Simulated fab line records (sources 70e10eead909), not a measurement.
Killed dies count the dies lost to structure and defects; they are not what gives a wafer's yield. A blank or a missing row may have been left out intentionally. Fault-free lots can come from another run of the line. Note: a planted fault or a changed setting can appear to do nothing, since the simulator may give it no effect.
Matching of chambers | flow nand_harc | 4 sister chambers for NHARC_THIN_TSV_ETCH_44 on rie_diel-07
The step etches the open film in CF4/O2, target depth 1594.2 nm, time 797.1 s. 16 wafers are shown with their chamber, then 8 later ones without.

== WAFERS PAIRED WITH THEIR CHAMBERS ==
wafer  | chamber | drypump_motor_current_A (A) | rf_vpp_V (V) | oes_product_au (a.u.)
L508.1 | 1       | 5.4                         | 800          | 0.993
L508.2 | 0       | 6.4                         | 795          | 1.005
L508.6 | 0       | 6.4                         | 794          | 1.009
L511.2 | 0       | 6.4                         | 793          | 1.000
L511.3 | 1       | 5.4                         | 801          | 1.002
L511.5 | 2       | 5.8                         | 797          | 0.983
L512.1 | 0       | 6.4                         | 795          | 1.008
L512.3 | 3       | 5.4                         | 797          | 1.003
L512.6 | 0       | 6.4                         | 794          | 1.008
L509.2 | 2       | 5.7                         | 799          | 0.980
L509.4 | 1       | 5.4                         | 800          | 1.011
L509.6 | 2       | 5.8                         | 799          | 0.976
L514.1 | 1       | 5.4                         | 800          | 1.018
L514.2 | 3       | 5.4                         | 797          | 0.996
L514.4 | 0       | 6.4                         | 794          | 0.996
L515.1 | 0       | 6.4                         | 795          | 1.010

SIGNATURES, as means of the wafers listed above
reading                 | chamber 0 | chamber 1 | chamber 2 | chamber 3 | scatter within a chamber
drypump_motor_current_A | 6.400     | 5.400     | 5.767     | 5.400     | 0.0236
rf_vpp_V                | 794.29    | 800.25    | 798.33    | 797.00    | 0.755
oes_product_au          | 1.00514   | 1.00600   | 0.97967   | 0.99950   | 0.00688
Rule: for each reading, subtract the chamber's mean from the wafer's reading, divide by that reading's scatter and square the result; add these up over the readings and take the root, which gives the wafer's distance from the chamber. The wafer belongs to the nearest chamber; if the next one is less than 2 further off, it can't be placed. The scatter is the square root of a quotient: the sum, over the shown wafers, of each reading's squared deviation from its chamber's mean, divided by wafers minus chambers.

== WAFERS WITHOUT THEIR CHAMBER ==
wafer  | drypump_motor_current_A (A) | rf_vpp_V (V) | oes_product_au (a.u.)
L515.3 | 5.8                         | 798          | 0.987
L515.5 | 5.8                         | 800          | 0.984
L518.3 | 5.4                         | 800          | 1.008
L518.4 | 5.4                         | 796          | 0.988
L518.6 | 5.4                         | 797          | 0.983
L525.2 | 5.4                         | 799          | 1.005
L525.4 | 5.4                         | 797          | 1.000
L525.6 | 5.4                         | 796          | 1.000

== WHICH CHAMBER EACH ONE RAN IN ==
wafer  | from the rows above     | in truth
L515.3 | 2                       | 2
L515.5 | 2                       | 2
L518.3 | 1                       | 1
L518.4 | 3                       | 3
L518.6 | 3                       | 3
L525.2 | can't be placed: 1 or 3 | 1
L525.4 | 3                       | 3
L525.6 | 3                       | 3
7 of 8 placed correctly. Unplaceable from these rows: 1, with the true chamber sitting among the candidates in 1. Placed wrongly: 0.
